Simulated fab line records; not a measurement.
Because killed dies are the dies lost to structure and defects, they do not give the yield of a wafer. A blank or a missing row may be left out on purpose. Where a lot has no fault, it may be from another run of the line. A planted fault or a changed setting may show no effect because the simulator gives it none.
One fault seen from 2 desks | flow nand_harc | every desk sees just its own numbers, and what lay behind them comes last

== FROM THE METROLOGY DESK ==
What the gauges read, lot by lot, whatever tool the lot ran on: means of the sampled wafers that have a number. Any lot whose mean is over 4 standard deviations away from the usual mean is out of limits and marked OUT; that distance is given in the brackets.
Columns: A = cd_nm at NHARC_P_ZERO_WELL_CD_MEAS_37, usual 718.4 nm; B = trench_depth_nm at NHARC_P_STI_OCD_MEAS_17, usual 302 nm; C = trench_foot_cd_nm at NHARC_P_STI_OCD_MEAS_17, usual 157.0 nm; D = trench_depth_nm at NHARC_P_STI_OCD_MEAS_43, usual 302 nm; E = trench_foot_cd_nm at NHARC_P_STI_OCD_MEAS_43, usual 157.1 nm
lot  | first seen here | A                | B   | C     | D   | E
L880 | day 2 00:05     | 718.0            | 303 | 156.8 | 303 | 156.7
L881 | day 2 09:59     | 717.9            | 297 | 161.4 | 298 | 161.2
L883 | day 3 06:07     | 718.8            | 306 | 156.7 | 307 | 156.8
L884 | day 3 16:19     | 720.1            | 300 | 154.3 | 300 | 154.7
L885 | day 4 02:29     | 720.4            | 299 | 157.3 | 299 | 156.7
L886 | day 4 12:15     | 718.5            | 302 | 157.0 | 302 | 157.1
L894 | day 7 20:07     | 706.3 (-6.7) OUT | 304 | 156.2 | 304 | 156.2
L895 | day 8 06:07     | 706.1 (-6.8) OUT | 301 | 157.8 | 302 | 157.9
L897 | day 9 02:07     | 720.1            | 303 | 158.7 | 302 | 159.0
L899 | day 9 22:05     | 718.0            | 301 | 155.7 | 300 | 155.7
L902 | day 11 04:05    | 720.0            | 302 | 157.6 | 302 | 157.8
L903 | day 11 14:06    | 717.7            | 300 | 155.3 | 300 | 155.8
This desk finds L894, L895 out of limits, L894 being first, at day 7 20:07 (cd_nm at NHARC_P_ZERO_WELL_CD_MEAS_37). Within limits: L880, L881, L883, L884, L885, L886, L897, L899, L902, L903.

== AT THE TOOL OWNER'S DESK: litho_track-07 ==
The tool's own readings at NHARC_P_ZERO_WELL_PEB_35 (peb time 85 s): means of the sampled wafers that have a number, for each lot that ran on this tool. Any lot whose mean is over 4 standard deviations away from the usual mean is out of limits and marked OUT; that distance is given in the brackets.
Columns: A = exhaust_pa at NHARC_P_ZERO_WELL_PEB_35, usual 45.0 Pa; B = heater_power_total_W at NHARC_P_ZERO_WELL_PEB_35, usual 164.00 W; C = plate_temp_C at NHARC_P_ZERO_WELL_PEB_35, usual 117.98 C; D = resist_line_temp_C at NHARC_P_ZERO_WELL_PEB_35, usual 22.99 C
lot  | first seen here | A    | B                | C                | D
L885 | day 4 02:23     | 44.5 | 164.14           | 118.02           | 22.99
L894 | day 7 20:01     | 44.6 | 152.72 (-40) OUT | 111.92 (-40) OUT | 22.92
L895 | day 8 06:01     | 46.4 | 152.98 (-39) OUT | 111.85 (-41) OUT | 22.87
This desk finds L894, L895 out of limits, L894 being first, at day 7 20:01 (heater_power_total_W at NHARC_P_ZERO_WELL_PEB_35). Within limits: L885.

== PUT TOGETHER ==
On L894, L895, at day 7 20:01, an alarm was possible from the tool owner's desk.
At day 7 20:07 the metrology desk could have sounded an alarm, on L894, L895.
The lots listed all ran NHARC_P_ZERO_WELL_PEB_35 on litho_track-07.

== WHAT THE SIMULATOR PUT IN ==
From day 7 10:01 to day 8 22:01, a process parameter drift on litho_track-07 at NHARC_P_ZERO_WELL_PEB_35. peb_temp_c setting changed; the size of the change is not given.
Shown lots that were struck: L894, L895.
Counting hours from when the fault started, the first reading out of limits came at 10 for the tool owner's desk and at 10 for the metrology desk.
